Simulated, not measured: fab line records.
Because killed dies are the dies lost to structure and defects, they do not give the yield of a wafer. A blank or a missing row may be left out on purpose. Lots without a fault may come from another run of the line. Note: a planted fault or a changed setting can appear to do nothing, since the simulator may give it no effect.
fab line records	flow n5Finfet
record lots=8	wafers=24	lastDay=17
route steps=1938 shown BEOL_M4@1059 PASSIVATION@1936
lots that met no fault: from a run of the same line without faults
startH: hours from the record's opening day to when the first of the lot's shown wafers began	waitH: hours from the lot's prior step to this one	" as in the row above	L1.1+2: a row that stands for several wafers	- either no value or no given start	* or withheld: withheld	< > ~ a bound
route shown NAME@n: names a module that has steps shown in the file, with the first one's number in the route	usual: average and standard deviation across the fault-free wafers	same: alike in all rows	chamber/n: place in a boat	sites: the reading at each site	_std_site: their standard deviation	_edge_site: the outer-site mean with the inner-site mean subtracted	radiusMm: for every site, how far away it sits from the centre of the wafer	mask NAME#n: copy n	behind: the last tool/chamber to shape the wafer	hold: the reason the lot was held/the length of the hold in hours/how it ended	device: transistor that didn't switch, given as n, p or np	end of line: at the end of the route, the tests of the same wafers	step lacking rows: just its recipe	killed: count of dies lost to structure and defects at first sort (not the wafer's yield)	map: shows each die of a wafer: x if killed, . if not, _ if none is there
set.NAME: setting as actually run; set.NAME@STEP: the setting as run at that earlier step	model.NAME: the simulator's own value behind a step, which no gauge read
route steps across a sampled set of lots; one table per step, one row per wafer
services: when a tool's chamber went out of use (startH, in hours from the record's first day, below 0 if earlier), for how many hours, and the reason
## steps
# step N5_BEOL_M4_DESCUM_33
# recipe chemistry=O2	timeS=7	sourcePowerW=50	biasPowerW=20	pressureMtorr=20	rfFrequencyHz=2.712e+07	tempC=40	resist=CAR-EUV	o2FlowSccm=225
# usual chamberPressureMTorr=19.999/0.017	drypumpMotorCurrentA=5.6/0.52	oesProductAu=0.79/0.079	rfVppV=243.2/1.5	showerheadPlenumPTorr=2.10/0.078	throttleValvePct=20.48/0.22
lot.wafer	tool	chamber	startH	waitH	chamberPressureMTorr	drypumpMotorCurrentA	oesProductAu	rfHoursCounterH	rfVppV	showerheadPlenumPTorr	throttleValvePct
L924.1	rieDiel-03	0	170.48	0.4	19.998	6.2	0.70	222	243.3	2.16	20.72
L924.3	"	2	"	"	19.986	5.8	0.73	207	241.1	1.99	20.59
L924.5	"	3	"	"	19.994	5.7	0.96	-	243.1	2.15	20.46
L926.2	rieDiel-01	1	176.14	0.2	20.023	5.8	0.96	5	242.6	2.06	20.26
L926.5	"	3	"	"	20.006	6.5	0.85	-	244.7	2.22	20.18
L926.6	"	0	"	"	19.983	5.6	0.72	-	242.3	2.07	20.64
L939.2	rieDiel-01	2	253.25	1.4	20.020	5.1	0.76	138	243.6	2.18	20.75
L939.3	"	3	"	"	20.020	6.5	0.82	77	245.1	2.21	20.23
L939.4	"	1	"	"	20.007	5.7	0.89	32	243.6	2.05	20.28
L941.1	rieDiel-01	0	261.25	0.0	19.983	5.7	0.69	239	243.5	2.06	20.68
L941.2	"	3	"	"	19.999	6.5	0.82	80	245.5	2.21	20.22
L941.5	"	0	"	"	20.013	5.6	0.70	-	243.2	2.06	20.68
L943.2	rieDiel-01	2	280.47	0.0	19.995	5.1	0.76	146	246.0	2.18	20.75
L943.3	"	3	"	"	20.001	6.5	0.82	85	245.5	2.21	20.24
L943.4	"	1	"	"	20.000	5.7	0.89	40	243.1	2.05	20.29
L944.1	rieDiel-01	3	286.01	0.0	19.991	6.5	0.81	86	246.0	2.21	20.23
L944.4	"	2	"	"	20.009	5.1	0.75	148	244.5	2.18	20.76
L944.5	"	1	"	"	19.997	5.7	0.88	-	243.1	2.05	20.29
L945.1	rieDiel-06	2	291.28	0.0	19.974	5.2	0.77	153	241.0	2.02	20.66
L945.2	"	1	"	"	19.996	5.4	0.77	140	242.1	2.12	20.63
L945.6	"	2	"	"	19.979	5.2	0.76	-	241.8	2.02	20.66
L946.1	rieDiel-03	3	291.92	0.3	19.998	5.8	0.88	56	244.0	2.14	20.54
L946.3	"	2	"	"	19.985	5.8	0.68	255	241.4	1.97	20.68
L946.5	"	3	"	"	19.983	5.8	0.88	-	244.2	2.14	20.51
# step N5_BEOL_M4_ETCH_69
# recipe chemistry=CF4	target=SiARC	targetDepthA=156	maskMaterial=CAR-EUV	timeS=26	ionEnergyEv=80	pressureMtorr=40	sourceW=545	biasW=36	Ar_flow_sccm=100	cf4FlowSccm=100	ends=cleared
# usual biasW=36.01/0.12	chamberPressureMTorr=40.00/0.032	drypumpMotorCurrentA=5.6/0.52	etchRfOnTimeS=26.0/0.58	oesProductAu=0.67/0.065	rfVppV=184.1/1.3	showerheadPlenumPTorr=2.14/0.075	throttleValvePct=15.63/0.26
lot.wafer	tool	chamber	startH	waitH	biasW	chamberPressureMTorr	drypumpMotorCurrentA	etchRfOnTimeS	oesProductAu	rfHoursCounterH	rfVppV	showerheadPlenumPTorr	throttleValvePct
L924.1	rieDiel-03	0	170.54	0.0	35.91	39.97	6.2	25.1	0.61	222	184.5	2.20	15.86
L924.3	"	2	"	"	36.16	39.97	5.8	26.2	0.60	207	183.8	2.05	15.88
L924.5	"	3	"	"	35.84	39.99	5.8	25.9	0.80	-	184.8	2.18	15.48
L926.2	rieDiel-01	1	176.19	0.0	36.01	40.03	5.8	25.9	0.81	5	182.5	2.11	15.35
L926.5	"	3	"	"	36.07	40.05	6.5	25.6	0.74	-	183.9	2.27	15.31
L926.6	"	0	"	"	36.04	39.97	5.6	25.8	0.62	-	183.2	2.11	15.85
L939.2	rieDiel-01	2	253.30	0.0	36.25	40.04	5.1	26.2	0.65	138	184.2	2.24	15.93
L939.3	"	3	"	"	35.93	39.99	6.5	24.9	0.71	77	186.8	2.26	15.36
L939.4	"	1	"	"	35.92	40.02	5.7	25.5	0.77	32	182.8	2.10	15.41
L941.1	rieDiel-01	0	261.31	0.0	36.10	39.95	5.6	25.9	0.60	239	183.5	2.11	15.92
L941.2	"	3	"	"	36.17	39.96	6.5	24.9	0.71	80	185.1	2.26	15.38
L941.5	"	0	"	"	35.98	40.01	5.6	25.8	0.61	-	185.6	2.11	15.93
L943.2	rieDiel-01	2	280.52	0.0	36.07	39.94	5.1	27.0	0.63	146	184.7	2.23	15.96
L943.3	"	3	"	"	35.98	39.91	6.5	25.4	0.70	85	184.7	2.25	15.38
L943.4	"	1	"	"	36.06	40.01	5.8	25.8	0.75	40	182.9	2.10	15.41
L944.1	rieDiel-01	3	286.06	0.0	35.99	40.02	6.5	25.2	0.71	86	185.2	2.25	15.39
L944.4	"	2	"	"	35.89	40.08	5.1	26.7	0.64	148	185.6	2.23	15.95
L944.5	"	1	"	"	36.01	40.01	5.8	25.7	0.75	-	181.6	2.10	15.43
L945.1	rieDiel-06	2	291.33	0.0	36.24	40.00	5.2	25.2	0.66	153	183.2	2.05	15.73
L945.2	"	1	"	"	36.07	39.98	5.4	26.4	0.64	140	184.0	2.16	15.70
L945.6	"	2	"	"	36.06	40.01	5.2	25.4	0.66	-	183.2	2.05	15.73
L946.1	rieDiel-03	3	291.97	0.0	35.92	39.99	5.8	26.5	0.73	56	185.5	2.17	15.59
L946.3	"	2	"	"	36.12	39.97	5.8	26.8	0.58	255	182.6	2.04	15.96
L946.5	"	3	"	"	35.67	39.99	5.8	26.3	0.73	-	185.2	2.17	15.57
# step N5_BEOL_M4_TRENCH_ETCH_37
# recipe chemistry=C4F6/O2	targetDepthA=555.55	target=SiOC	timeS=29.2	ionEnergyEv=250	pressureMtorr=30	sourceW=355	biasW=185	Ar_flow_sccm=300	C4F6_flow_sccm=10	O2_flow_sccm=10
# usual C4F6_flow_sccm=10.00/0.032	biasW=185.1/0.53	chamberPressureMTorr=30.004/0.025	drypumpMotorCurrentA=5.5/0.49	oesProductAu=0.78/0.074	rfVppV=667/8	showerheadPlenumPTorr=2.83/0.093	throttleValvePct=20.87/0.24
lot.wafer	tool	chamber	startH	waitH	C4F6_flow_sccm	biasW	chamberPressureMTorr	drypumpMotorCurrentA	oesProductAu	rfHoursCounterH	rfVppV	showerheadPlenumPTorr	throttleValvePct
L924.1	rieDiel-06	1	174.93	-	9.96	185.0	30.026	5.4	0.79	102	677	2.89	20.90
L924.3	"	3	"	"	9.98	185.0	29.989	4.9	0.81	77	674	2.75	20.43
L924.5	"	3	"	"	10.05	184.6	29.999	4.9	0.82	-	675	2.75	20.44
L926.2	rieDiel-06	1	176.74	-	9.93	185.3	30.018	5.4	0.79	102	677	2.89	20.93
L926.5	"	3	"	"	9.99	185.0	29.953	4.9	0.82	-	675	2.75	20.44
L926.6	"	0	"	"	10.03	185.5	30.019	5.0	0.73	-	651	2.93	21.08
L939.2	rieDiel-06	1	253.90	-	9.98	162.6	30.032	5.3	0.74	130	611	2.87	20.97
L939.3	"	3	"	"	9.95	163.4	30.023	4.9	0.76	105	608	2.74	20.48
L939.4	"	0	"	"	10.00	161.9	29.967	5.1	0.69	212	587	2.92	21.10
L941.1	rieDiel-06	3	265.77	-	10.05	162.6	30.047	4.9	0.76	109	608	2.74	20.49
L941.2	"	2	"	"	9.95	162.6	30.039	5.2	0.75	144	609	2.73	20.95
L941.5	"	2	"	"	9.95	162.9	29.981	5.1	0.75	-	605	2.73	20.95
L943.2	rieDiel-03	3	283.92	-	9.99	184.5	30.014	5.8	0.87	52	671	2.88	20.83
L943.3	"	1	"	"	10.01	184.0	29.971	4.8	0.76	133	665	2.76	20.63
L943.4	"	2	"	"	9.93	184.9	30.057	5.8	0.68	-	666	2.71	21.15
L944.1	rieDiel-03	2	286.67	-	10.00	184.7	30.022	5.8	0.67	252	667	2.70	21.15
L944.4	"	2	"	"	10.01	184.6	29.998	5.8	0.67	-	668	2.70	21.14
L944.5	"	1	"	"	10.04	185.8	29.994	4.8	0.76	-	665	2.76	20.63
L945.1	rieDiel-03	2	291.80	-	9.98	184.3	30.000	5.8	0.67	255	668	2.70	21.14
L945.2	"	1	"	"	10.01	186.2	29.980	4.8	0.76	138	665	2.76	20.64
L945.6	"	3	"	"	10.01	185.2	30.034	5.8	0.86	-	670	2.88	20.85
L946.1	rieDiel-01	1	292.42	-	10.07	185.0	29.968	5.8	0.87	44	649	2.78	20.70
L946.3	"	0	"	"	10.00	184.5	29.992	5.6	0.70	249	667	2.78	21.04
L946.5	"	3	"	"	9.98	185.8	30.038	6.5	0.82	-	676	2.98	20.58
# step N5_BEOL_M4_STRIP_97
# recipe chemistry=N2/H2	timeS=10	powerW=450	tempC=40	pressureMtorr=20	rfFrequencyHz=6e+07	biasPowerW=7	n2FlowSccm=200	h2FlowSccm=200
# usual chamberPressureMTorr=20.002/0.018	drypumpMotorCurrentA=5.5/0.49	oesProductAu=0.79/0.077	rfVppV=59.0/0.79	showerheadPlenumPTorr=2.52/0.089	throttleValvePct=23.71/0.29
lot.wafer	tool	chamber	startH	waitH	chamberPressureMTorr	drypumpMotorCurrentA	oesProductAu	rfHoursCounterH	rfVppV	showerheadPlenumPTorr	throttleValvePct
L924.1	rieDiel-06	1	-	-	19.981	5.4	0.81	102	57.9	2.55	23.52
L924.3	"	3	"	"	19.991	4.9	0.82	77	60.9	2.48	23.78
L924.5	"	3	"	"	20.012	4.9	0.83	-	59.5	2.48	23.78
L926.2	rieDiel-06	1	-	-	20.004	5.4	0.80	102	59.7	2.55	23.52
L926.5	"	3	"	"	20.013	4.9	0.82	-	58.9	2.48	23.79
L926.6	"	0	"	"	20.014	5.1	0.73	-	59.9	2.63	24.15
L939.2	rieDiel-06	1	-	-	20.003	5.4	0.77	130	57.2	2.53	23.56
L939.3	"	3	"	"	19.985	4.9	0.79	106	58.0	2.46	23.83
L939.4	"	0	"	"	20.011	5.1	0.71	212	59.6	2.62	24.20
L941.1	rieDiel-06	3	-	-	20.013	4.9	0.78	109	58.5	2.46	23.82
L941.2	"	2	"	"	19.983	5.2	0.76	144	58.9	2.45	23.94
L941.5	"	2	"	"	20.012	5.2	0.77	-	58.9	2.45	23.96
L943.2	rieDiel-03	3	-	-	20.020	5.8	0.88	52	58.8	2.57	23.53
L943.3	"	1	"	"	20.009	4.8	0.77	134	58.6	2.44	23.18
L943.4	"	2	"	"	20.040	5.8	0.69	-	59.0	2.39	23.89
L944.1	rieDiel-03	2	-	-	19.967	5.8	0.68	252	57.9	2.39	23.87
L944.4	"	2	"	"	19.994	5.8	0.69	-	59.7	2.39	23.88
L944.5	"	1	"	"	19.985	4.8	0.77	-	58.4	2.43	23.19
L945.1	rieDiel-03	2	-	-	20.033	5.8	0.68	255	59.7	2.39	23.88
L945.2	"	1	"	"	20.020	4.9	0.76	138	58.9	2.43	23.21
L945.6	"	3	"	"	20.001	5.8	0.88	-	59.5	2.56	23.52
L946.1	rieDiel-01	1	-	-	20.003	5.8	0.88	44	59.0	2.48	23.65
L946.3	"	0	"	"	20.003	5.6	0.69	249	59.5	2.48	23.70
L946.5	"	3	"	"	20.010	6.5	0.81	-	60.6	2.67	23.42
# step N5_BEOL_M4_RC_MEAS_101
# usual DIBL_N=36.3/1.7	DIBL_P=36.5/1.8	IOFF_N=0.16/0.033	IOFF_P=0.21/0.037	ION_N=675/11	ION_P=462/7.9	SS_N=71.6/0.64	SS_P=73.3/0.68	VT_N=249/3.3	VT_P=-250/3.3
lot.wafer	tool	chamber	startH	waitH	DIBL_N[mV/V]	DIBL_P[mV/V]	IOFF_N[nA/um]	IOFF_P[nA/um]	ION_N[uA/um]	ION_P[uA/um]	SS_N[mV/dec]	SS_P[mV/dec]	VT_N[mV]	VT_P[mV]
L924.1	prober-02	0	179.55	0.0	33.6	34.1	0.14	0.21	673	467	71.1	73.2	248	-248
L924.3	"	0	"	"	36.4	37.0	0.18	0.25	679	468	72.3	73.4	250	-249
L924.5	"	0	"	"	35.8	36.4	0.17	0.24	676	467	71.8	73.1	249	-246
L926.2	prober-01	0	181.49	0.2	35.7	36.1	0.15	0.18	682	467	71.0	73.3	251	-251
L926.5	"	0	"	"	33.6	33.4	0.11	0.14	681	462	71.0	72.8	255	-257
L926.6	"	0	"	"	36.1	36.5	0.14	0.18	677	463	71.5	73.3	253	-253
L939.2	prober-02	0	258.71	0.2	38.3	38.1	0.17	0.20	681	455	72.2	74.4	250	-254
L939.3	"	0	"	"	37.4	36.6	0.15	0.19	660	457	72.0	73.6	252	-255
L939.4	"	0	"	"	39.3	38.4	0.17	0.20	661	450	73.0	73.8	251	-253
L941.1	prober-02	0	270.29	0.0	37.0	38.3	0.22	0.22	705	462	72.0	73.2	243	-251
L941.2	"	0	"	"	38.2	39.1	0.23	0.23	686	456	72.5	73.7	244	-248
L941.5	"	0	"	"	37.9	38.9	0.24	0.23	683	458	72.2	73.6	240	-250
L943.2	prober-02	0	288.09	0.2	33.4	33.1	0.13	0.17	682	465	71.4	72.7	251	-254
L943.3	"	0	"	"	35.3	34.8	0.16	0.19	677	462	71.3	73.6	247	-251
L943.4	"	0	"	"	34.3	33.9	0.14	0.18	672	459	71.9	73.2	250	-252
L944.1	prober-02	0	291.64	0.0	40.0	40.9	0.28	0.27	717	475	72.9	74.6	241	-250
L944.4	"	0	"	"	38.2	38.7	0.23	0.24	695	461	73.1	74.5	242	-249
L944.5	"	0	"	"	37.6	37.9	0.21	0.22	687	459	71.7	73.4	245	-251
L946.1	prober-01	0	298.10	0.0	33.2	33.6	0.12	0.16	669	452	71.2	72.4	252	-256
L946.3	"	0	"	"	36.3	37.7	0.18	0.21	678	461	71.9	74.4	248	-250
L946.5	"	0	"	"	36.8	38.6	0.19	0.22	677	458	72.1	74.3	246	-253
L945.1	prober-02	0	298.18	0.0	36.2	35.1	0.14	0.17	662	447	71.2	73.8	253	-251
L945.2	"	0	"	"	37.3	36.3	0.16	0.18	677	458	72.1	73.9	249	-254
L945.6	"	0	"	"	37.5	37.0	0.16	0.20	673	458	71.5	74.2	247	-253
# step N5_PASSIVATION_PROBE_49
# usual defectLimitedYield=91.3/1.5	killed_at_M0_to_M3=34/9.4	killed_at_M4_up=13/5.3	killedAtContacts=13/5.7	killedAtFrontEnd=40/10	killedAtOther=3.7/2.8	killedDies=103/17	killedOpen=67/13	killedShort=35/8.5	sort_bin_4_leakage=0.00/0.016	sort_bin_5_function=5.0/0.98	sort_bin_6_memory=3.3/0.7	sortNPass=1077/17	sortYieldPct=91.3/1.5
# same grossDies=1180	killedAtBackSide=0	sort_bin_8_speed[%]=0
lot.wafer	tool	chamber	startH	waitH	defectLimitedYield[%]	killed_at_M0_to_M3	killed_at_M4_up	killedAtContacts	killedAtFrontEnd	killedAtOther	killedDies	killedOpen	killedShort	sort_bin_4_leakage[%]	sort_bin_5_function[%]	sort_bin_6_memory[%]	sortNPass	sortYieldPct[%]
L926.2	prober-02	-	285.28	0.1	87.9	46	13	20	55	9	143	97	45	0	7.0	4.7	1037	87.9
L926.5	prober-02	-	285.43	0.2	88.6	56	12	17	47	2	134	87	46	0	7.5	3.3	1046	88.6
L926.6	prober-02	-	285.48	0.3	89.7	40	15	23	39	5	122	75	47	0	6.1	3.7	1058	89.7
L939.2	prober-02	-	370.13	0.2	89.7	28	17	12	57	7	121	76	35	0	5.1	4.2	1059	89.7
L939.3	prober-02	-	370.18	0.3	92.0	42	13	2	32	5	94	70	24	0	4.6	3.0	1086	92.0
L939.4	prober-02	-	370.23	0.3	93.5	31	10	3	31	2	77	48	27	0	3.9	2.3	1103	93.5
L941.1	prober-02	-	374.65	0.0	93.6	24	6	13	31	2	76	54	22	0	3.0	3.3	1104	93.6
L941.2	prober-02	-	374.70	0.1	93.6	35	7	6	27	0	75	61	14	0	3.2	3.0	1105	93.6
L941.5	prober-02	-	374.85	0.2	91.3	37	15	6	41	4	103	64	36	0	4.3	3.6	1077	91.3
L943.2	prober-01	-	386.92	0.1	93.1	17	16	15	34	0	82	51	31	0	4.2	2.8	1098	93.1
L943.3	prober-01	-	386.97	0.1	93.0	26	10	16	31	0	83	46	37	0	4.5	2.4	1097	93.0
L943.4	prober-01	-	387.02	0.2	94.2	13	8	7	38	2	68	48	18	0	3.6	2.0	1112	94.2
L945.1	prober-01	-	392.89	0.0	89.2	28	11	19	65	5	128	87	34	0	5.9	4.1	1052	89.2
L945.2	prober-01	-	392.94	0.1	91.8	27	13	11	43	3	97	65	31	0	4.2	3.5	1083	91.8
L945.6	prober-01	-	393.14	0.3	92.5	18	3	13	51	3	88	57	31	0	5.0	2.4	1092	92.5
# killed by level:class
L926.2 MOL_CONTACT_COAG:geometricParticle:open=17 FIN_SAQP:geometricParticle:open=16 BEOL_M3:geometricParticle:open=11 FIN_SAQP:geometricParticle:short=10 BEOL_M0_SAQP:geometricParticle:short=10 STI_FIN_REVEAL:geometricParticle:open=9 BEOL_M0_SAQP:geometricParticle:open=9 BEOL_M1:geometricParticle:open=8
L926.5 BEOL_M3:geometricParticle:open=19 FIN_SAQP:geometricParticle:short=13 MOL_CONTACT_COAG:geometricParticle:open=13 FIN_SAQP:geometricParticle:open=12 BEOL_M0_SAQP:geometricParticle:short=9 BEOL_M0_SAQP:geometricParticle:open=7 BEOL_M1:geometricParticle:open=7 BEOL_M3:geometricParticle:short=6
L926.6 MOL_CONTACT_COAG:geometricParticle:open=18 BEOL_M3:geometricParticle:open=12 FIN_SAQP:geometricParticle:open=11 BEOL_M0_SAQP:geometricParticle:short=11 FIN_SAQP:geometricParticle:short=10 BEOL_M0_SAQP:geometricParticle:open=7 BEOL_M1:geometricParticle:open=6 MOL_CONTACT_COAG:geometricParticle:short=5
L939.2 FIN_SAQP:geometricParticle:open=15 MOL_CONTACT_COAG:geometricParticle:open=9 BEOL_M2:geometricParticle:open=9 HKMG_FIN:areaEtch=9 DUMMY_GATE:geometricParticle:open=8 BEOL_M0_SAQP:geometricParticle:short=7 BEOL_M4:geometricParticle:open=7 STI_FIN_REVEAL:geometricParticle:open=5
L939.3 BEOL_M4:geometricParticle:open=10 FIN_SAQP:geometricParticle:open=9 DUMMY_GATE:geometricParticle:open=9 BEOL_M0_SAQP:geometricParticle:short=9 BEOL_M1:geometricParticle:open=7 BEOL_M3:geometricParticle:open=7 BEOL_M0_SAQP:geometricParticle:open=6 BEOL_M2:geometricParticle:open=6
L939.4 FIN_SAQP:geometricParticle:open=10 BEOL_M0_SAQP:geometricParticle:short=9 DUMMY_GATE:geometricParticle:open=7 BEOL_M0_SAQP:geometricParticle:open=7 BEOL_M3:geometricParticle:open=7 BEOL_M4:geometricParticle:open=7 FIN_SAQP:geometricParticle:short=3 DUMMY_GATE:geometricParticle:short=3
L941.1 MOL_CONTACT_COAG:geometricParticle:open=12 BEOL_M0_SAQP:geometricParticle:open=10 BEOL_M2:geometricParticle:open=6 FIN_SAQP:geometricParticle:short=5 GATE_CUT:geometricParticle:short=5 FIN_SAQP:geometricParticle:open=4 STARTING-WAFER:geometricParticle:open=3 FIN_CUT:geometricParticle:open=2
L941.2 BEOL_M2:geometricParticle:open=14 BEOL_M0_SAQP:geometricParticle:open=11 STI_FIN_REVEAL:geometricParticle:open=10 FIN_SAQP:geometricParticle:short=4 MOL_CONTACT_COAG:geometricParticle:open=4 BEOL_M3:geometricParticle:open=4 BEOL_M4:geometricParticle:open=4 FIN_SAQP:geometricParticle:open=3
L941.5 BEOL_M3:geometricParticle:open=14 BEOL_M5:geometricParticle:open=9 DUMMY_GATE:geometricParticle:open=8 STARTING-WAFER:geometricParticle:open=8 BEOL_M0_SAQP:geometricParticle:short=7 FIN_SAQP:geometricParticle:short=6 MOL_CONTACT_COAG:geometricParticle:open=5 GATE_CUT:geometricParticle:short=4
L943.2 MOL_CONTACT_COAG:geometricParticle:open=11 FIN_SAQP:geometricParticle:open=10 BEOL_M4:geometricParticle:open=8 BEOL_M3:geometricParticle:open=7 BEOL_M3:geometricParticle:short=5 GATE_CUT:geometricParticle:short=4 MOL_CONTACT_COAG:geometricParticle:short=4 BEOL_M4:geometricParticle:short=4
L943.3 MOL_CONTACT_COAG:geometricParticle:open=9 BEOL_M0_SAQP:geometricParticle:short=9 MOL_CONTACT_COAG:geometricParticle:short=7 STARTING-WAFER:geometricParticle:short=7 BEOL_M0_SAQP:geometricParticle:open=6 BEOL_M1:geometricParticle:open=6 DUMMY_GATE:geometricParticle:open=5 FIN_SAQP:geometricParticle:short=4
L943.4 FIN_SAQP:geometricParticle:open=8 MOL_CONTACT_COAG:geometricParticle:open=7 FIN_SAQP:geometricParticle:short=6 GATE_CUT:geometricParticle:open=6 BEOL_M2:geometricParticle:open=6 BEOL_M4:geometricParticle:open=5 GATE_CUT:geometricParticle:short=4 STI_FIN_REVEAL:geometricParticle:open=3
L945.1 MOL_CONTACT_COAG:geometricParticle:open=16 STI_FIN_REVEAL:geometricParticle:open=15 BEOL_M1:geometricParticle:open=12 FIN_SAQP:geometricParticle:open=9 FIN_SAQP:geometricParticle:short=8 HKMG_FIN:areaEtch=6 GATE_CUT:geometricParticle:short=5 BEOL_M3:geometricParticle:open=5
L945.2 FIN_SAQP:geometricParticle:open=13 BEOL_M3:geometricParticle:open=9 MOL_CONTACT_COAG:geometricParticle:open=8 STI_FIN_REVEAL:geometricParticle:open=7 FIN_SAQP:geometricParticle:short=5 BEOL_M0_SAQP:geometricParticle:open=4 BEOL_M1:geometricParticle:open=4 BEOL_M2:geometricParticle:open=4
L945.6 FIN_SAQP:geometricParticle:open=13 MOL_CONTACT_COAG:geometricParticle:open=11 FIN_SAQP:geometricParticle:short=10 GATE_CUT:geometricParticle:short=6 BEOL_M2:geometricParticle:open=6 BEOL_M3:geometricParticle:open=6 DUMMY_GATE:geometricParticle:open=4 STI_FIN_REVEAL:geometricParticle:open=3
## services
tool	chamber	startH	hours	kind
rieDiel-01	1	146.78	-	clean
rieDiel-01	1	146.78	-	consumableReplace:focusRing
rieDiel-01	1	146.78	13.0	scheduledDown
rieDiel-01	1	146.78	13.0	ventCycle
rieDiel-03	0	187.82	10.9	repair
rieDiel-06	0	188.36	17.2	repair
rieDiel-03	1	213.27	14.2	repair
rieDiel-03	0	218.88	6.2	repair
rieDiel-06	1	254.91	6.7	repair
rieDiel-06	3	258.08	2.7	repair
rieDiel-03	0	272.04	-	clean
rieDiel-03	0	272.04	-	consumableReplace:focusRing
rieDiel-03	0	272.04	22.2	scheduledDown
rieDiel-03	0	272.04	22.2	ventCycle
## key
firstSign step=N5_BEOL_M4_TRENCH_ETCH_37	reading=biasW	direction=down	sigmas=42	usual=*	struck=*
effect step=N5_BEOL_M4_TRENCH_ETCH_37	reading=rfVppV	direction=down	sigmas=7.8	usual=667	struck=605
metAt N5_BEOL_M4_TRENCH_ETCH_37
struckLots L939,L941
notActingAt N5_BEOL_M4_DESCUM_33,N5_BEOL_M4_ETCH_69,N5_BEOL_M4_STRIP_97
onsetBetween 176.74 253.90
fault kind=processParameterDrift	tool=rieDiel-06	chamber=-	onsetH=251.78	steps=N5_BEOL_M4_TRENCH_ETCH_37	channel=biasW	offset=*	shape=step	endH=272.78	actsIn=*	stated=*
